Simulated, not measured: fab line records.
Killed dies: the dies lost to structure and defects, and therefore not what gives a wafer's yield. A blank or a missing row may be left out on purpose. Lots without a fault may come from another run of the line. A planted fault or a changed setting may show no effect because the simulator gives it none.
A sampling plan put to the test -- flow nand harc -- one fab line, 39 faults that these records tell of, each judged on the records of the lots that it struck
The plan consists of the line's own looks: route steps at which the wafer is read by a gauge or an inspection but not changed. Where struck wafers have a number at a look and the file lists that look's usual mean and standard deviation on fault-free wafers, the look can be judged. Caught: at a look after the fault's first step, the mean of the struck wafers lies 4 or more of those standard deviations (sigma) from the usual mean. On the tool: the fault's steps, tested the same way using the tool's own readings. Caught also covers a different recipe on the struck wafers, or a record left blank for those wafers only.

== THE FAULTS, as the simulator had put them in ==
1. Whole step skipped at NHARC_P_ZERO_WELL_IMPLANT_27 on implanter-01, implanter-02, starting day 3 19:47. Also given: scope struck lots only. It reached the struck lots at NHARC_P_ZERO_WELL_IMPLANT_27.
2. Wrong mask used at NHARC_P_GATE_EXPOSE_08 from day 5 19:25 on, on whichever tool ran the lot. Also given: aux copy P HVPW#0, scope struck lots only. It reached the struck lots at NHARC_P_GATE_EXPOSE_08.
3. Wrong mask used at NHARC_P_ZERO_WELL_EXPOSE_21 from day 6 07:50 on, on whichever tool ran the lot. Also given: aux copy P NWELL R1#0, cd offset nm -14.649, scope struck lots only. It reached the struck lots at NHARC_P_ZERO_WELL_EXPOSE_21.
4. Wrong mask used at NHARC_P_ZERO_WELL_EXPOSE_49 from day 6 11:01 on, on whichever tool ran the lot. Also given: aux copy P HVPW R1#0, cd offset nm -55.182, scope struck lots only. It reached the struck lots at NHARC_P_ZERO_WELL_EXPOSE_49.
5. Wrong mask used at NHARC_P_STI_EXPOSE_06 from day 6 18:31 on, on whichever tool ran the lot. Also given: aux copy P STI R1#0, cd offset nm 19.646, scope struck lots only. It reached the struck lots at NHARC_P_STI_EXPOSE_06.
6. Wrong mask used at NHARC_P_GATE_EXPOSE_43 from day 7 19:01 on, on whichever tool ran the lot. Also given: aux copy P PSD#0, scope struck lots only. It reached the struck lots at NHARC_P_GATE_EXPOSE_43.
7. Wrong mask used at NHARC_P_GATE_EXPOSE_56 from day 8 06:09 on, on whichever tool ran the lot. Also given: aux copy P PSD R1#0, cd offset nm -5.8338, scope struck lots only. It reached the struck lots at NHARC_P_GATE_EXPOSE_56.
8. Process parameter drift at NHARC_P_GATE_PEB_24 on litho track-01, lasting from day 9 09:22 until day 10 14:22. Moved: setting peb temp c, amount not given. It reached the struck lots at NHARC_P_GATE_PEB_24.
9. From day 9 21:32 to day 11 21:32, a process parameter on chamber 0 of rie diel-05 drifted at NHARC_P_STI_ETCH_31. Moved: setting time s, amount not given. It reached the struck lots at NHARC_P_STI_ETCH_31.
10. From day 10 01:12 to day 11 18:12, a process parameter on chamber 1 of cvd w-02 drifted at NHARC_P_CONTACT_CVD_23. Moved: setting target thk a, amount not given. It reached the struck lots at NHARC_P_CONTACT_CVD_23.
11. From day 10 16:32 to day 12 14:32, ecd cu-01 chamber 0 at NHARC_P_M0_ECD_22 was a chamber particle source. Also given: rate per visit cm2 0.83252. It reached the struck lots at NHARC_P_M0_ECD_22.
12. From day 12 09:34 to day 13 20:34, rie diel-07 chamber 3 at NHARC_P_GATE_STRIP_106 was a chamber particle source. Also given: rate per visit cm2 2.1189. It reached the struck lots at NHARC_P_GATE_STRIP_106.
13. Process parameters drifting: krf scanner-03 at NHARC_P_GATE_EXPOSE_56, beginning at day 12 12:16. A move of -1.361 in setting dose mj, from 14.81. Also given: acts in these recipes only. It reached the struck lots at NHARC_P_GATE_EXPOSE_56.
14. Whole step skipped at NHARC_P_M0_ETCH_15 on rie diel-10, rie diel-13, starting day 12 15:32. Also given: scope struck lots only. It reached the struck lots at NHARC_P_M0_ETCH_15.
15. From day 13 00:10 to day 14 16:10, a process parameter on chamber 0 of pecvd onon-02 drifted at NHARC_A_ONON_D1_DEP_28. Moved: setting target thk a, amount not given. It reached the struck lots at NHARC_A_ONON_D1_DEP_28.
16. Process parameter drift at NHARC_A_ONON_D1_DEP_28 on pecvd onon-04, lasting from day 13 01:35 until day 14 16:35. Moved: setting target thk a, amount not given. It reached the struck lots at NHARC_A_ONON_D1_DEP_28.
17. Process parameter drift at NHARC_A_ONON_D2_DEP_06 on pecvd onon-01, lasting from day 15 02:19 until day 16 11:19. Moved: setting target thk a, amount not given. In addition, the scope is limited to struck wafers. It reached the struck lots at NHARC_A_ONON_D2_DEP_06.
18. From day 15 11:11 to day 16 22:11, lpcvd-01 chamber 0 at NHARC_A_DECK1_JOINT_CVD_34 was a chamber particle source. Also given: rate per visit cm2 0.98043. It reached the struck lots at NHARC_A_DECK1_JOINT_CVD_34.
19. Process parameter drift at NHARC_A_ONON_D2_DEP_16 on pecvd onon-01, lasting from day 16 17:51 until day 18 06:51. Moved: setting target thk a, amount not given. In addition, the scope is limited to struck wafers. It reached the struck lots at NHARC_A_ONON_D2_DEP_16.
20. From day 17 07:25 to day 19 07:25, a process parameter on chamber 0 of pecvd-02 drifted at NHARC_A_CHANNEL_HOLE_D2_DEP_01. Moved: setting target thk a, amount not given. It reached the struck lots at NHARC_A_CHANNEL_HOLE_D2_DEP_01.
21. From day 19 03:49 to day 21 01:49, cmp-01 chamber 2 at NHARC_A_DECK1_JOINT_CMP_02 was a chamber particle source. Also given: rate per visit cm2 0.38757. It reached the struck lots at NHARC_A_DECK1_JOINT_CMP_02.
22. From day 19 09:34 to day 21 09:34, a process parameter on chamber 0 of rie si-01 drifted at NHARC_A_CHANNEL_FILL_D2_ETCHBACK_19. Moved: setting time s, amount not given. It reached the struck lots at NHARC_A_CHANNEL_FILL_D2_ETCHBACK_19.
23. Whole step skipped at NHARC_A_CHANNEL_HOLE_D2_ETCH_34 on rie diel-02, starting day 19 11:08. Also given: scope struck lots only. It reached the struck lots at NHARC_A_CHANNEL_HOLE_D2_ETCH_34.
24. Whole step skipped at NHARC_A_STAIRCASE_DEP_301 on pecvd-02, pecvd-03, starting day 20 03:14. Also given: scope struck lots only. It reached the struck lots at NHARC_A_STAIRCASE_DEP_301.
25. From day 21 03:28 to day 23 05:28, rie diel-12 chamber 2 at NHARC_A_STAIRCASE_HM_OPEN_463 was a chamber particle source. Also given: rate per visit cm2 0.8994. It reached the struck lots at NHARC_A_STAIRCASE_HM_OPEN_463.
26. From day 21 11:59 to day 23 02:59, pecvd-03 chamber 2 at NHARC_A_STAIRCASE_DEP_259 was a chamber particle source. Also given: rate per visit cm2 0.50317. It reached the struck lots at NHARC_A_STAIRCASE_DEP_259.
27. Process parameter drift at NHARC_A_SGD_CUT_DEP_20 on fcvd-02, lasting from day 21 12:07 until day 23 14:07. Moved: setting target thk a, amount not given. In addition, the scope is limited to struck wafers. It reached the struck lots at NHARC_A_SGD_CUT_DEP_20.
28. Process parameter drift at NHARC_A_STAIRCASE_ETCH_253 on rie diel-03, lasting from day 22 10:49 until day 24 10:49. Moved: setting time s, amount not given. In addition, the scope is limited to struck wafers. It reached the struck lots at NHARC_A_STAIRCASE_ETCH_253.
29. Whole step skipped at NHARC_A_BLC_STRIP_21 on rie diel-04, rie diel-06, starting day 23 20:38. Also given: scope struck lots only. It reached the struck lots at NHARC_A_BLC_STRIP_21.
30. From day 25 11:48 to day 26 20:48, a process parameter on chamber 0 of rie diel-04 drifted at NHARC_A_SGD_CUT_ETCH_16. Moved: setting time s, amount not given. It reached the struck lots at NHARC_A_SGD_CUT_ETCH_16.
31. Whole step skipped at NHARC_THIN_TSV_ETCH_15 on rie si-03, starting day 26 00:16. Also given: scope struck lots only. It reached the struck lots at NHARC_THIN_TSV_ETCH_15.
32. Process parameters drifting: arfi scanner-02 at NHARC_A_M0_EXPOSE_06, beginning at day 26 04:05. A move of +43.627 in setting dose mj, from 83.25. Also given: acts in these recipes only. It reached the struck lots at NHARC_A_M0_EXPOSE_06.
33. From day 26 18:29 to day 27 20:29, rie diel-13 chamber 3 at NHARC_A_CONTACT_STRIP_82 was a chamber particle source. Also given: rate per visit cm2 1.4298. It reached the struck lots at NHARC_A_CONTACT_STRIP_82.
34. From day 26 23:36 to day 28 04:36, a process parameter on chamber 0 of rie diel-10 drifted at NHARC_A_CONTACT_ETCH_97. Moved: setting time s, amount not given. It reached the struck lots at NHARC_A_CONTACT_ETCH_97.
35. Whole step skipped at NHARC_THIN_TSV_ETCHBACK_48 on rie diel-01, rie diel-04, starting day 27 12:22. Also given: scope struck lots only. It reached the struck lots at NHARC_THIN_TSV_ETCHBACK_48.
36. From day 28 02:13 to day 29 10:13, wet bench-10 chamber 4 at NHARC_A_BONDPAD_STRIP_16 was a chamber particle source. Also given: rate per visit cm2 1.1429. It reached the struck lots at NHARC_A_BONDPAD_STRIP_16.
37. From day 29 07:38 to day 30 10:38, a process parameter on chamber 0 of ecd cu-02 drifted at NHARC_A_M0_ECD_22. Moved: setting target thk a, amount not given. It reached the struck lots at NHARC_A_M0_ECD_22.
38. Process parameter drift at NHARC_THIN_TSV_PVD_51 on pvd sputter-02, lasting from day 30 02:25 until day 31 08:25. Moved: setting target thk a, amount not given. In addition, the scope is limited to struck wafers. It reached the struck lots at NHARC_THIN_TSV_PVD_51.
39. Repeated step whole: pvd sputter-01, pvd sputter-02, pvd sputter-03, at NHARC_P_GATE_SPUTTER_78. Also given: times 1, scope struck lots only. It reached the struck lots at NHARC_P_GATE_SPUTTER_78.

== WHAT THE PLAN SAW ==
fault,on the tool itself,first look that catches it,"reading, sigma",median hours from its first step to that look,hours from the fault's start to the first struck lot there,judged looks passed uncaught
1,the tool's record is blank for the struck wafers,NHARC_END_SORT_01,killed at periphery +99 or beyond,543.6,529,0
2,no reading that can be judged,NHARC_END_SORT_01,killed at periphery +99 or beyond,469.3,471,0
3,under 2 sigma,NHARC_P_ZERO_WELL_CD_MEAS_24,cd nm -7.3,0.2,6,0
4,under 2 sigma,NHARC_P_ZERO_WELL_CD_MEAS_52,cd nm -34,0.2,6,0
5,no reading that can be judged,NHARC_P_STI_CD_MEAS_09,cd nm +11,0.2,5,0
6,no reading that can be judged,NHARC_END_SORT_01,killed at periphery +99 or beyond,479.1,484,0
7,under 2 sigma,NHARC_P_GATE_CD_MEAS_59,cd nm -5.3,0.2,3,0
8,plate temp C -99 or beyond sigma,NHARC_P_GATE_CD_MEAS_26,cd nm +99 or beyond,0.1,7,0
9,run length s -34 sigma,NHARC_END_SORT_01,killed at periphery +71,535.2,569,0
10,under 2 sigma,not the one look that can be judged after it,-,-,-,1
11,no reading that can be judged,NHARC_END_SORT_01,killed at periphery +99 or beyond,438.6,455,0
12,no reading that can be judged,NHARC_P_GATE_INSPECT_68,raw defect count +15,18.6,24,0
13,exposure dose mJ cm2 -97 sigma,NHARC_P_GATE_CD_MEAS_59,cd nm -9.7,0.2,4,0
14,the tool's record is blank for the struck wafers,NHARC_END_SORT_01,killed at periphery +99 or beyond,442.5,449,0
15,no reading that can be judged,NHARC_A_ONON_D1_THK_MEAS_30,thk nm -68,0.5,16,0
16,no reading that can be judged,NHARC_A_ONON_D1_THK_MEAS_30,thk nm +73,0.4,4,0
17,under 2 sigma,NHARC_A_ONON_D2_THK_MEAS_08,thk nm +70,0.4,6,0
18,under 2 sigma,not the one look that can be judged after it,"strongest: killed dies at NHARC_END_SORT_01, +3.1",-,-,1
19,no reading that can be judged,NHARC_A_ONON_D2_THK_MEAS_18,thk nm +97,0.4,7,0
20,under 2 sigma,NHARC_END_SORT_01,killed dies +36,264.6,281,0
21,under 2 sigma,NHARC_END_SORT_01,killed dies +11,282.1,281,1
22,under 2 sigma,NHARC_END_SORT_01,killed dies +36,228.7,244,0
23,the tool's record is blank for the struck wafers,NHARC_END_SORT_01,killed dies +36,271.6,266,1
24,the tool's record is blank for the struck wafers,NHARC_END_SORT_01,killed dies +36,183.4,188,0
25,under 2 sigma,NHARC_END_SORT_01,killed dies +4.8,174.3,182,1
26,under 2 sigma,not the one look that can be judged after it,"strongest: killed dies at NHARC_END_SORT_01, +2.8",-,-,1
27,no reading that can be judged,NHARC_A_SGD_CUT_THK_MEAS_22,thk nm -7.5,5.0,23,0
28,run length s -23 sigma,NHARC_END_SORT_01,killed dies +36,191.6,189,0
29,the tool's record is blank for the struck wafers,NHARC_END_SORT_01,killed dies +36,45.3,48,0
30,run length s -35 sigma,NHARC_END_SORT_01,killed dies +19,125.0,131,0
31,the tool's record is blank for the struck wafers,NHARC_END_SORT_01,killed at other +99 or beyond,16.5,35,0
32,exposure dose mJ cm2 +99 or beyond sigma,NHARC_A_M0_CD_MEAS_09,cd nm +37,0.1,11,0
33,under 2 sigma,NHARC_END_SORT_01,killed dies +4.5,56.4,70,0
34,run length s -10 sigma,NHARC_END_SORT_01,killed dies +36,58.6,66,0
35,the tool's record is blank for the struck wafers,NHARC_END_SORT_01,killed at other +99 or beyond,17.7,19,0
36,under 2 sigma,NHARC_END_SORT_01,sort_bin_3_pct +10,31.4,39,3
37,no reading that can be judged,not the one look that can be judged after it,"strongest: killed at other at NHARC_END_SORT_01, +2.2",-,-,1
38,under 2 sigma,NHARC_END_SORT_01,killed at other +99 or beyond,14.3,31,1
39,no reading that can be judged,no look after it can be judged,-,-,-,0
A dash: the fault is not caught, or the number is missing from these records.

Caught at a look: 34 of 39. Caught on the tool: 14 of 39. By one or the other: 34 of 39.
Caught at a look alone: faults 2, 3, 4, 5, 6, 7, 11, 12, 15, 16, 17, 19, 20, 21, 22, 25, 27, 33, 36, 38.
Caught by neither: faults 10, 18, 26, 37, 39.

== THINNER SAMPLING ==
In the worst case, this is how late the first struck lot would be measured if the look that catches a fault measured only every second or every third lot, by lot number:
fault,"struck lots at that look, in order of time",every lot,every second lot,every third lot
1,"L266, L268, L267",529 h,580 h,580 h
2,L245,471 h,may miss it,may miss it
3,L234,6 h,may miss it,may miss it
4,L323,6 h,may miss it,may miss it
5,L557,5 h,may miss it,may miss it
6,L660,484 h,may miss it,may miss it
7,L244,3 h,may miss it,may miss it
8,"L341, L343",7 h,may miss all 2,may miss all 2
9,L123,569 h,may miss it,may miss it
11,"L624, L627",455 h,476 h,may miss all 2
12,L551,24 h,may miss it,may miss it
13,"L736, L738, L740, L741",4 h,65 h,52 h
14,"L377, L379",449 h,may miss all 2,may miss all 2
15,"L859, L860",16 h,38 h,may miss all 2
16,"L631, L634",4 h,36 h,may miss all 2
17,"L899, L901",6 h,may miss all 2,may miss all 2
19,"L783, L785",7 h,may miss all 2,may miss all 2
20,"L183, L185",281 h,may miss all 2,may miss all 2
21,"L554, L556",281 h,may miss all 2,may miss all 2
22,"L696, L695",244 h,246 h,may miss all 2
23,"L603, L604",266 h,286 h,may miss all 2
24,"L635, L638, L637",188 h,196 h,may miss all 3
25,"L476, L478",182 h,may miss all 2,may miss all 2
27,"L695, L694, L696",23 h,30 h,41 h
28,"L342, L344, L347",189 h,241 h,may miss all 3
29,"L163, L165, L164",48 h,99 h,99 h
30,"L977, L976",131 h,141 h,may miss all 2
31,"L304, L303",35 h,47 h,may miss all 2
32,"L253, L255",11 h,may miss all 2,may miss all 2
33,L636,70 h,may miss it,may miss it
34,"L888, L891",66 h,88 h,may miss all 2
35,"L698, L697, L699",19 h,20 h,29 h
36,L273,39 h,may miss it,may miss it
38,L867,31 h,may miss it,may miss it
Hours: fault start to first struck lot measured. The limit of 4 sigma was tested on all struck wafers together, so one lot alone may lie under it. Other struck lots may not be in these records.

== THE LONGEST TIMED WAY FROM STEP TO LOOK ==
Fault 1: a median of 543.6 hours passes between NHARC_P_ZERO_WELL_IMPLANT_27 and NHARC_END_SORT_01. No look between them can be judged.
